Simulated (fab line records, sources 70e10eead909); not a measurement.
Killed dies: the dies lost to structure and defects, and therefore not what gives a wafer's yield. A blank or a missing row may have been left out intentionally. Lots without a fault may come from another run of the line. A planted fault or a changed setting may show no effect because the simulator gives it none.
Comparing a struck lot with a sound one | flow nand harc | 25 out of 1159 route steps
Sound: the wafers L290.2, L290.3, L290.5. Wafers L298.3, L298.5, L298.6 were the ones struck. The cause is named last.
Order at every step that has rows: each side's tool, ch and its chambers, its first start. Under that, the readings that differ: sound wafers | struck wafers | difference of the means | sigmas: that difference in standard deviations of wafers without a fault.
alike: same words and numbers on both sides, and readings whose means sit less than 2 such deviations apart. not compared: any withheld reading, any reading some wafer has no value for, any bound like >300 that may hide the same value, and any number with overlapping values for which the record gives no deviation.
The two part at a step that has a row with sigmas, a row that says differs or no value, or rows on one side only. When numbers do not overlap yet have no deviation, they are printed without sigmas and do not part them. A reading that every wafer of one side lacks parts them only if that side has two wafers or more.

first, 2 steps without rows for these wafers: NHARC_A_WL_FILL_PRECLEAN_30 (cleans in dHF, time 10 s); NHARC_A_WL_FILL_SRD_14.
NHARC_A_WL_FILL_ALD_19: deposits TiN, target thk 2 nm, pulse time 3 s, ald cycles 100.
  sound on ald metal-01 ch 0,1,3, day 15 20:29; struck on ald metal-01 ch 0,1, day 18 03:44
  alike: heater power w, precursor pulse height rel
NHARC_A_WL_FILL_CVD_20: deposits W, target thk 75 nm, time 5064 s.
  sound: cvd w-01 ch 0; struck: cvd w-02 ch 0,1
  alike: heater power w, mfc wf6 sccm, throttle valve pct
then, 2 steps without rows for these wafers: NHARC_A_WL_FILL_CMP_12 (polishes, t overpolish 30 s, target thk 75 nm); NHARC_A_WL_FILL_SRD_31.
NHARC_A_WL_FILL_INSPECT_15:
  sound on defect inspect-02, day 16 05:49; struck on defect inspect-02, day 18 09:40
  alike: raw defect count
NHARC_A_CONTACT_DEP_24: deposits SiO2, target thk 500 nm.
  sound on pecvd-02 ch 0,2, day 16 05:56; struck on pecvd-02 ch 0,1,2, day 18 09:44
  alike: heater power w, throttle valve pct
NHARC_A_CONTACT_DEP_28: deposits aC, target thk 3600 nm.
  sound on acl dep-03 ch 0, day 16 08:08; struck on acl dep-03 ch 0, day 18 12:16
  alike: throttle valve pct
NHARC_A_CONTACT_DEP_29: deposits SiON, target thk 70 nm.
  sound on pecvd-02 ch 0,1, day 16 10:03; struck on pecvd-04 ch 1,2, day 18 13:48
  alike: heater power w
then, 10 steps without rows for these wafers: NHARC_A_CONTACT_DEHYDRATE_32 (time 120 s); NHARC_A_CONTACT_HMDS_33 (time 30 s); NHARC_A_CONTACT_COAT_34 (time 75 s); NHARC_A_CONTACT_COAT_35 (time 65 s); NHARC_A_CONTACT_COAT_36 (resist thk 90 nm); NHARC_A_CONTACT_SOFTBAKE_37 (time 55 s); NHARC_A_CONTACT_EBR_38; NHARC_A_CONTACT_EXPOSE_39 (exposes mask A CC 3); NHARC_A_CONTACT_PEB_40 (peb time 65 s); NHARC_A_CONTACT_DEVELOP_41 (develop time 35 s).
NHARC_A_CONTACT_CD_MEAS_42 targets a cd of 200 nm.
  sound on cd sem-03 ch 0, day 16 10:37; struck on cd sem-02 ch 0, day 18 14:28
  alike: cd nm
NHARC_A_CONTACT_OVL_MEAS_43:
  sound on overlay-02, day 16 10:42; struck on overlay-02, day 18 14:33
  alike: overlay x nm, overlay y nm
NHARC_A_CONTACT_INSPECT_44:
  sound on defect inspect-02, day 16 10:44; struck on defect inspect-01, day 18 14:35
  reading          | sound    | struck         | difference | sigmas
  raw defect count | 11 22 19 | 1055 1071 1018 | +1031      | +64
NHARC_A_CONTACT_DESCUM_47: chemistry O2, time 3 s.
  sound on rie diel-02 ch 0,1,3, day 16 10:49; struck on rie diel-04 ch 0,1,2, day 18 14:38
  alike: drypump motor current A, oes product au, rf vpp V, showerhead plenum p Torr, throttle valve pct
  not compared: rf hours counter h
-- break in the record here, with 3 days between the starts of the struck wafers on either side (left off in module A_CONTACT, picked up again in module END, where the first step shown is number 1159 on the route) --
NHARC_END_SORT_01:
  here the record holds rows for the struck wafers (prober-01 ch 0, day 22 00:04) but none for the sound ones

## WHERE THEY PART
First at NHARC_A_CONTACT_INSPECT_44; last, within this record, at NHARC_END_SORT_01.

WHY: what had been put in by the simulator
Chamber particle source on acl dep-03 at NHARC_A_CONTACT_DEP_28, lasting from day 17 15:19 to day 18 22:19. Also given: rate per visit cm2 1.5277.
